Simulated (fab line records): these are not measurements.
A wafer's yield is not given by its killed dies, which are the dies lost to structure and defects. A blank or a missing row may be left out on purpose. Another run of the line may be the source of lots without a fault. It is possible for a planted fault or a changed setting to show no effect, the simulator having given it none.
A struck lot beside a sound one :: flow n5-finfet :: 39 steps out of a route of 1938
Sound: wafers L702.1, L702.2, L702.6. Struck: wafer L709.2; the same lot's L709.3 was not struck, so it is left out; see the end for the cause.
Order at every step that has rows: each side's tool, ch and its chambers, its first start. Under that, the readings that differ: sound wafers :: struck wafers :: difference of the means :: sigmas: that difference in standard deviations of wafers without a fault.
alike: readings whose means differ by less than 2 such deviations, and words and numbers that are the same on both sides. not compared: withheld readings, readings that some wafer has no value for, bounds like >300 that may hide the same value, and numbers for which the record gives no deviation and whose values overlap.
The two part at a step that has a row with sigmas, a row that says differs or no value, or rows on one side only. Numbers that don't overlap but have no deviation are shown without sigmas and don't part them. A reading missing from all wafers of one side parts the sides only when that side holds two or more wafers.

first, 10 steps without rows for these wafers: N5_BEOL_M2_STRIP_36 (strips in N2/H2); N5_BEOL_M2_TRENCH_ETCH_37 (etches SiOC in C4F6/O2, target depth 55.555 nm, time 29.2 s); N5_BEOL_M2_ETCH_41 (etches SiCN in CH3F/O2, target depth 29.9 nm, time 52.5 s); N5_BEOL_M2_STRIP_97 (strips in N2/H2, time 10 s); N5_BEOL_M2_HM_STRIP_39 (strips TiN in peroxide tin strip, target depth 25 nm, time 158 s); N5_BEOL_M2_SRD_40 (time 30 s); N5_BEOL_M2_PRECLEAN_42 (cleans in residue remover, time 60 s); N5_BEOL_M2_SRD_43 (time 30 s); N5_BEOL_M2_DEGAS_44 (time 60 s); N5_BEOL_M2_PRE_CLEAN_45 (time 30 s).
N5_BEOL_M2_ALD_84: deposits TaN, pulse time 2 s, purge time 3 s, co reactant purge time 2 s.
  sound on ald-metal-02 ch 0,1, day 9 21:55; struck on ald-metal-02 ch 0, day 11 16:05
reading: ald-cycles
sound: 30 30 30
struck: 24
difference: -6
sigmas: 

reading: precursor-vessel-pressure-torr (Torr)
sound: 26.29 26.27 26.26
struck: 26.14
difference: -0.13
sigmas: -3
  alike: heater-power-w, precursor-vessel-carrier-sccm
then, 26 steps without rows for these wafers: N5_BEOL_M2_SURFACE_TREAT_85; N5_BEOL_M2_CVD_47 (deposits Co from CCTBA/H2, target thk 3 nm, time 223.8 s); N5_BEOL_M2_SPUTTER_48 (material Cu, target thk 4.5 nm, time 8.29 s); N5_BEOL_M2_ANNEAL_49 (time 240 s); N5_BEOL_M2_SPUTTER_79 (material Cu, target thk 4.5 nm, time 8.29 s); N5_BEOL_M2_ANNEAL_80 (time 240 s); N5_BEOL_M2_SPUTTER_81 (material Cu, target thk 4.5 nm, time 8.29 s); N5_BEOL_M2_ANNEAL_82 (time 240 s); N5_BEOL_M2_SPUTTER_86 (material Cu, target thk 4.5 nm, time 8.29 s); N5_BEOL_M2_ANNEAL_87 (time 240 s); N5_BEOL_M2_SPUTTER_88 (material Cu, target thk 4.5 nm, time 8.29 s); N5_BEOL_M2_ANNEAL_89 (time 240 s); N5_BEOL_M2_SPUTTER_90 (material Cu, target thk 4.5 nm, time 8.29 s); N5_BEOL_M2_ANNEAL_91 (time 240 s); N5_BEOL_M2_SPUTTER_92 (material Cu, target thk 4.5 nm, time 8.29 s); N5_BEOL_M2_ANNEAL_93 (time 240 s); N5_BEOL_M2_SPUTTER_94 (material Cu, target thk 4.5 nm, time 8.29 s); N5_BEOL_M2_ANNEAL_95 (time 240 s); N5_BEOL_M2_SPUTTER_96 (material Cu, target thk 4.5 nm, time 8.29 s); N5_BEOL_M2_ECD_50 (material Cu, target thk 300 nm); N5_BEOL_M2_ANNEAL_51 (time 90 s); N5_BEOL_M2_CMP_52 (polishes, stops on SiOC, t overpolish 6.8 s, target thk 40 nm); N5_BEOL_M2_PRE_CLEAN_60 (time 15 s); N5_BEOL_M2_CO_CAP_55 (material Co, precursor CCTBA/H2, target thk 2 nm, time 102.1 s); N5_BEOL_M2_PRE_CLEAN_56 (time 15 s); N5_BEOL_M2_DEP_57 (deposits SiCN from 3MS/NH3, target thk 8 nm, time 14 s).
N5_BEOL_M4_RC_MEAS_101:
  sound on prober-01 ch 0, day 11 06:53; struck on prober-01 ch 0, day 13 08:54
reading: CHAIN_V1 (ohm/link)
sound: 214 231 208
struck: 197
difference: -21
sigmas: -2

reading: SS_P (mV/dec)
sound: 72.0 73.1 72.7
struck: 74.2
difference: +1.6
sigmas: +2
  alike: COMB_M2, DIBL_N, DIBL_P, IOFF_N, IOFF_P, ION_N, ION_P, SS_N, VT_N, VT_P
-- a jump in the record: the struck wafers' starts before and after are 4 days apart (it breaks off in module BEOL_M4 and resumes in module PASSIVATION, where the first step shown is number 1936 of the route) --
N5_PASSIVATION_PROBE_49:
  the record has rows for the struck wafers here (prober-02, day 17 20:22) and none for the sound ones

== WHERE THEY PART ==
Last at N5_PASSIVATION_PROBE_49 as far as this record goes, first at N5_BEOL_M2_ALD_84.

WHY: what had been put in by the simulator
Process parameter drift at N5_BEOL_M2_ALD_84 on ald-metal-02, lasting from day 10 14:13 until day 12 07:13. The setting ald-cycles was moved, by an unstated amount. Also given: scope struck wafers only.
